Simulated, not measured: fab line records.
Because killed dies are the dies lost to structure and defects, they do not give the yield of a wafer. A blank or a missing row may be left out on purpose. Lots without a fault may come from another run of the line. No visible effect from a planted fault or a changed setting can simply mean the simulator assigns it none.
fab line records ; flow n5_finfet
record lots=7; wafers=39
route steps=1938 shown ZERO_LAYER@4 WELL_APT@31 STI_FIN_REVEAL@184 SD_EPI_P@321 GATE_CUT@510 BEOL_M0_CUTY@713 BEOL_M1@824 BEOL_M2@916 BEOL_M4@1070
start_h: the number of hours between the record's first day and the start of the first shown wafer of the lot ; wait_h: hours elapsed since this lot's preceding step ; " identical to the entry in the row above ; L1.1+2: a row that stands for several wafers ; - no value present, or no start provided ; * or withheld: withheld ; < > ~ a bound
route shown NAME@n: names a module that has steps shown in the file, with the first one's number in the route ; usual: average and standard deviation across the fault-free wafers ; same: alike in all rows ; chamber/n: place in a boat ; sites: readings site by site ; _std_site: standard deviation across them ; _edge_site: mean of outer sites minus mean of inner sites ; radius_mm: for every site, how far away it sits from the centre of the wafer ; mask NAME#n: copy n ; behind: tool/chamber where the wafer was last shaped ; hold: why the lot went on hold/how many hours it stayed there/how the hold came to an end ; device: which transistor (n, p or np) failed to switch ; end of line: the tests these same wafers got at the end of their route ; a step without rows: its recipe alone ; killed: dies lost to structure and defects at the first sort, not the wafer's yield ; map: a wafer's dies, x killed, . not, _ none there
set.NAME: the run value of the setting; set.NAME@STEP: its run value at that earlier step ; model.NAME: the simulator's own value behind a step, which no gauge read
lots where settings were altered on purpose, with a table for each step and a row for each wafer
## steps
# step N5_ZERO_LAYER_PECVD_02
# recipe material=SiO2; target_thk_a=100; temp_c=400; precursor=SiH4/N2O; pressure_torr=0.75; rf_w=275; time_s=6
# step N5_WELL_APT_DESCUM_13
# recipe chemistry=O2; time_s=7.9; source_power_w=50; bias_power_w=20; pressure_mtorr=20; rf_frequency_hz=2.712e+07; temp_c=40; o2_flow_sccm=225
# step N5_STI_FIN_REVEAL_ALD_14
# recipe material=Si3N4; target_thk_a=30; temp_c=400; ald_precursor_family=SiH2I2; ald_co_reactant=N2/H2-plasma; pressure_torr=2
# step N5_SD_EPI_P_EPI_21
# recipe material=SiGe:B; dopant=B; temp_c=550; pressure_torr=20; ambient=H2; time_s=355
# step N5_GATE_CUT_ALD_22
# recipe material=SiNx; target_thk_a=160; temp_c=400; ald_precursor_family=SiH2I2; ald_co_reactant=N2/H2-plasma; pulse_time_s=1; ald_cycles=320; purge_time_s=2; co_reactant_purge_time_s=2; pressure_torr=2
# step N5_BEOL_M0_CUTY_ETCH_63
# recipe chemistry=N2/H2; target=SOC; target_depth_a=827; overetch_a=165; mask_material=SiARC; temp_c=40; ion_energy_ev=200; time_s=124; pressure_mtorr=30; source_w=840; bias_w=150; n2_flow_sccm=200; h2_flow_sccm=200
# step N5_BEOL_M1_SPUTTER_90
# recipe material=Cu; target_thk_a=45; temp_c=-20; chamber_pressure_pa=0.07; power_w=withheld; time_s=8.29
# step N5_BEOL_M2_SPUTTER_92
# step N5_BEOL_M4_TRENCH_ETCH_37
# recipe chemistry=C4F6/O2; target_depth_a=555.55; target=SiOC; time_s=29.2; ion_energy_ev=250; pressure_mtorr=30; source_w=355; bias_w=185; Ar_flow_sccm=300; C4F6_flow_sccm=10; O2_flow_sccm=10
# step N5_BEOL_M4_RC_MEAS_101
# usual CJ_N=4.36/0.13; RS_PWELL=3012/21; RS_SD_P=65.9/1.1
lot.wafer;tool;chamber;start_h;wait_h;set.time_s@ZERO_LAYER_PECVD_02;set.time_s@WELL_APT_DESCUM_13;set.target_thk_a@STI_FIN_REVEAL_ALD_14;set.time_s@SD_EPI_P_EPI_21;set.ald_cycles@GATE_CUT_ALD_22;set.time_s@BEOL_M0_CUTY_ETCH_63;set.target_thk_a@BEOL_M1_SPUTTER_90;set.target_thk_a@BEOL_M2_SPUTTER_92;set.target_depth_a@BEOL_M4_TRENCH_ETCH_37;CJ_N;RS_PWELL[ohm/sq];RS_SD_P[ohm/sq]
L080.1;prober-02;0;199.85;0.0;7.468;7.9;30;355;320;157.3;45;45;470.2;4.73;3095;66.5
L080.2;prober-02;0;199.85;0.0;6;7.9;20.38;355;320;124;45;45;555.55;4.38;3031;66.6
L080.3;prober-02;0;199.85;0.0;6;7.9;30;355;320;157.3;68.43;45;555.55;4.51;3053;66.7
L080.4;prober-02;0;199.85;0.0;7.468;7.9;20.38;355;320;157.3;68.43;45;555.55;4.45;3058;67.6
L080.5;prober-02;0;199.85;0.0;7.468;7.9;30;355;320;124;68.43;45;470.2;4.74;3085;66.1
L080.6;prober-02;0;199.85;0.0;6;7.9;20.38;355;320;124;45;45;470.2;4.53;3059;66.5
L081.1;prober-01;0;205.11;0.0;6;7.9;30;355;137;124;38.06;45;555.55;4.40;2995;67.4
L081.2;prober-01;0;205.11;0.0;6;7.9;15.48;355;137;124;38.06;45;669.1;4.53;3003;66.0
L081.3;prober-01;0;205.11;0.0;2.998;7.9;30;290.6;320;124;38.06;45;669.1;3.85;2941;75.8
L081.4;prober-01;0;205.11;0.0;2.998;7.9;15.48;290.6;137;124;45;45;669.1;4.06;2942;76.0
L081.5;prober-01;0;205.11;0.0;2.998;7.9;30;355;320;124;45;45;555.55;3.98;2927;65.9
L081.6;prober-01;0;205.11;0.0;6;7.9;15.48;290.6;320;124;45;45;555.55;4.51;2978;75.2
L082.1;prober-02;0;212.35;0.0;6;7.9;30;355;320;176;37.54;45;464.6;4.34;3013;66.0
L082.2;prober-02;0;212.35;0.0;4.92;10.27;30;355;320;124;45;45;555.55;4.27;3013;65.1
L082.3;prober-02;0;212.35;0.0;6;10.27;30;355;320;176;45;45;464.6;4.20;3004;65.7
L082.4;prober-02;0;212.35;0.0;6;7.9;30;355;459;124;45;45;464.6;4.22;3034;65.5
L082.5;prober-02;0;212.35;0.0;4.92;10.27;30;355;459;124;37.54;45;555.55;4.18;2973;64.9
L082.6;prober-02;0;212.35;0.0;4.92;7.9;30;355;459;176;37.54;45;555.55;4.10;2977;64.7
L083.1;prober-01;0;216.26;0.0;3.926;7.9;30;355;160;124;33.07;25.64;555.55;4.07;2950;66.6
L083.2;prober-01;0;216.26;0.0;3.926;7.9;13.34;417.7;160;154.3;45;45;555.55;3.81;2929;58.3
L083.3;prober-01;0;216.26;0.0;6;7.9;13.34;417.7;320;124;33.07;25.64;660.3;4.37;2992;58.9
L083.4;prober-01;0;216.26;0.0;3.926;7.9;30;355;320;154.3;45;25.64;555.55;3.88;2911;64.9
L083.5;prober-01;0;216.26;0.0;6;7.9;30;417.7;320;154.3;33.07;45;660.3;4.11;3005;58.3
L083.6;prober-01;0;216.26;0.0;6;7.9;13.34;355;160;124;45;45;660.3;4.40;2987;67.2
L085.1;prober-02;0;249.46;0.0;6;7.9;30;355;320;124;45;45;555.55;4.38;3012;65.7
L085.5;prober-02;0;249.46;0.0;6;7.9;30;355;320;124;45;45;555.55;4.38;2998;66.3
L085.6;prober-02;0;249.46;0.0;6;7.9;30;355;320;124;45;45;555.55;4.18;3003;65.4
L086.1;prober-01;0;249.48;0.0;6;3.19;30;535.3;320;158.3;45;21.71;555.55;4.39;2987;49.9
L086.2;prober-01;0;249.48;0.0;6;3.19;45.88;355;463;124;45;21.71;555.55;4.25;2990;67.3
L086.3;prober-01;0;249.48;0.0;3.659;7.9;45.88;355;320;158.3;45;45;738.6;4.15;2940;66.4
L086.4;prober-01;0;249.48;0.0;3.659;7.9;30;535.3;463;158.3;45;45;555.55;4.26;2963;50.0
L086.5;prober-01;0;249.48;0.0;6;7.9;45.88;535.3;320;124;45;21.71;738.6;4.20;3007;49.9
L086.6;prober-01;0;249.48;0.0;3.659;3.19;30;355;463;124;45;45;738.6;4.06;2950;65.6
L089.1;prober-01;0;267.94;0.0;6;6.568;30;355;320;91.31;45;28.7;555.55;4.29;2990;64.3
L089.2;prober-01;0;267.94;0.0;9.358;6.568;19.29;355;320;91.31;31.68;28.7;706.1;4.52;3060;65.5
L089.3;prober-01;0;267.94;0.0;6;7.9;19.29;355;459;124;45;28.7;555.55;4.43;3011;66.4
L089.4;prober-01;0;267.94;0.0;6;7.9;30;355;320;124;45;45;706.1;4.35;2984;65.5
L089.5;prober-01;0;267.94;0.0;9.358;6.568;19.29;355;459;124;31.68;45;555.55;4.56;3072;65.8
L089.6;prober-01;0;267.94;0.0;9.358;7.9;30;355;459;91.31;31.68;45;706.1;4.70;3056;67.1
## key
split step=N5_ZERO_LAYER_PECVD_02; setting=time_s; stated_as=6
response step=N5_BEOL_M4_RC_MEAS_101; reading=RS_PWELL; slope=+1.22; per=1%; together_with=all; explained=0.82
response step=N5_BEOL_M4_RC_MEAS_101; reading=CJ_N; slope=+0.0069; per=1%; together_with=all; explained=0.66
split step=N5_WELL_APT_DESCUM_13; setting=time_s; stated_as=7.9
response none clear
split step=N5_STI_FIN_REVEAL_ALD_14; setting=target_thk_a; stated_as=30
response none clear
split step=N5_SD_EPI_P_EPI_21; setting=time_s; stated_as=355
response step=N5_BEOL_M4_RC_MEAS_101; reading=RS_SD_P; slope=-0.373; per=1%; together_with=all; explained=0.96
split step=N5_GATE_CUT_ALD_22; setting=ald_cycles; stated_as=320
response none clear
split step=N5_BEOL_M0_CUTY_ETCH_63; setting=time_s; stated_as=124
response none clear
split step=N5_BEOL_M1_SPUTTER_90; setting=target_thk_a; stated_as=45
response none clear
split step=N5_BEOL_M2_SPUTTER_92; setting=target_thk_a; stated_as=45
response none clear
split step=N5_BEOL_M4_TRENCH_ETCH_37; setting=target_depth_a; stated_as=555.55
response none clear
